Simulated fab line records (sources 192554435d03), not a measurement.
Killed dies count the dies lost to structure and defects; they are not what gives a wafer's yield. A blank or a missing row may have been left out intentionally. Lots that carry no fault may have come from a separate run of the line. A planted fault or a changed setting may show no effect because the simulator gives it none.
Split-lot experiment ; flow n5Finfet ; 39 wafers read across 7 lots, on a route 1938 steps long

ABOUT THE SPLIT
At N5_HKMG_FIN_ALD_21 (deposits TiN, target thk 1.5 nm, pulse time 1 s, purge time 3 s), the setting aldCycles was moved away from the recipe's 68 on 15 of the 39 wafers read, by -38.2% to +36.8%. All remaining wafers had this setting at the recipe value.

The reading comes from the split's own step.

THE READING
TiN_of_HKMG_FIN_ALD_21.thkNm (the simulator's own value, which no gauge read), in nm, at N5_HKMG_FIN_ALD_21 (deposits TiN, target thk 1.5 nm, pulse time 1 s, purge time 3 s). The file does not state a usual value for it. Average 1.5 nm, standard deviation 0.1 nm, over the 24 wafers here run with the recipe.

wafer;tool, chamber at the split;aldCycles as run;against the recipe;TiN_of_HKMG_FIN_ALD_21.thkNm, nm;against lot-mates on the recipe
L075.1;aldMetal-02, 3,0,2;68;recipe;1.4;-
L075.2;aldMetal-02, 3,0,2;68;recipe;1.4;-
L075.4;aldMetal-02, 3,0,2;68;recipe;1.4;-
L075.3;aldMetal-02, 1,0,3;42;-38.2%;1;-0.4
L075.5;aldMetal-02, 1,0,3;42;-38.2%;1;-0.4
L075.6;aldMetal-02, 1,0,3;42;-38.2%;1;-0.4
L079.1;aldMetal-02, 2,1;68;recipe;1.4;-
L079.5;aldMetal-02, 2,1;68;recipe;1.4;-
L079.2;aldMetal-02, 0,1,3;87;+27.9%;2;+0.5
L079.3;aldMetal-02, 0,1,3;87;+27.9%;2;+0.5
L079.4;aldMetal-02, 0,1,3;87;+27.9%;2;+0.5
L079.6;aldMetal-02, 2;68;recipe;1.6;-
L082.1;aldMetal-04, 2,0,0;79;+16.2%;1.8;+0.3
L082.3;aldMetal-04, 2,0,0;79;+16.2%;1.8;+0.3
L082.5;aldMetal-04, 2,0,0;79;+16.2%;1.8;+0.3
L082.2;aldMetal-04, 3,1;68;recipe;1.6;-
L082.6;aldMetal-04, 3,1;68;recipe;1.6;-
L082.4;aldMetal-04, 1;68;recipe;1.4;-
L088.1;aldMetal-04, 0;68;recipe;1.4;-
L088.2;aldMetal-04, 1,2,3;87;+27.9%;2;+0.5
L088.4;aldMetal-04, 1,2,3;87;+27.9%;2;+0.5
L088.5;aldMetal-04, 1,2,3;87;+27.9%;2;+0.5
L088.3;aldMetal-04, 3,0;68;recipe;1.6;-
L088.6;aldMetal-04, 3,0;68;recipe;1.6;-
L092.1;aldMetal-04, 2,3,0,2,0;68;recipe;1.4;-
L092.2;aldMetal-04, 2,3,0,2,0;68;recipe;1.4;-
L092.3;aldMetal-04, 2,3,0,2,0;68;recipe;1.4;-
L092.5;aldMetal-04, 2,3,0,2,0;68;recipe;1.4;-
L092.6;aldMetal-04, 2,3,0,2,0;68;recipe;1.4;-
L092.4;aldMetal-04, 3;68;recipe;1.6;-
L093.1;aldMetal-04, 0,1;68;recipe;1.6;-
L093.6;aldMetal-04, 0,1;68;recipe;1.6;-
L093.3;aldMetal-04, 2;68;recipe;1.4;-
L094.1;aldMetal-02, 1,3,2;68;recipe;1.6;-
L094.2;aldMetal-02, 1,3,2;68;recipe;1.6;-
L094.3;aldMetal-02, 1,3,2;68;recipe;1.6;-
L094.4;aldMetal-02, 0,0,3;93;+36.8%;2;+0.4
L094.5;aldMetal-02, 0,0,3;93;+36.8%;2;+0.4
L094.6;aldMetal-02, 0,0,3;93;+36.8%;2;+0.4
When a row names more than one chamber, that row covers several wafers, and the file does not tell which wafer ran in which chamber.

FIT RESULTS
A straight line over all 39 wafers: TiN_of_HKMG_FIN_ALD_21.thkNm changes by +0.015 nm for each +1% of aldCycles; r = +0.95; the points scatter about the line by 0.091 nm.
The same after taking each lot's own level away (the mean of its wafers on the recipe; 39 wafers): +0.013 nm for each +1%; r = +0.94; scatter 0.088 nm.
According to that fit, moving aldCycles by its largest amount changes the reading by 0.5 nm.
The lots' own levels span 1.40 to 1.60 nm, that is 2.0 times the standard deviation above.
Thus the slope moves with the lot-to-lot level: the two fits are different.
Check: for one of the wafers moved furthest among these (-38.2%), held out of the fit, the line's prediction against its lot-mates is -0.486 nm. Against them it came out at -0.4 nm.

FURTHER SPLITS ON THESE WAFERS
Other splits were also applied to these wafers ahead of the reading. Each is held against what the fit with the lots' levels taken away leaves over:
other split on the same wafers;wafers away from the commonest value;r with TiN_of_HKMG_FIN_ALD_21.thkNm (lot level and that fit taken away)
N5_ZERO_LAYER_DEVELOP_10 developTimeS;18;+0.10
N5_FIN_SAQP_HM_DEP_72 targetThkA;18;-0.11
N5_STI_FIN_REVEAL_ALD_00 targetThkA;15;-0.36

THE FILE'S OWN FIT
TiN_of_HKMG_FIN_ALD_21.thkNm changes by +0.0134 nm for each +1% of aldCycles, r = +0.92.
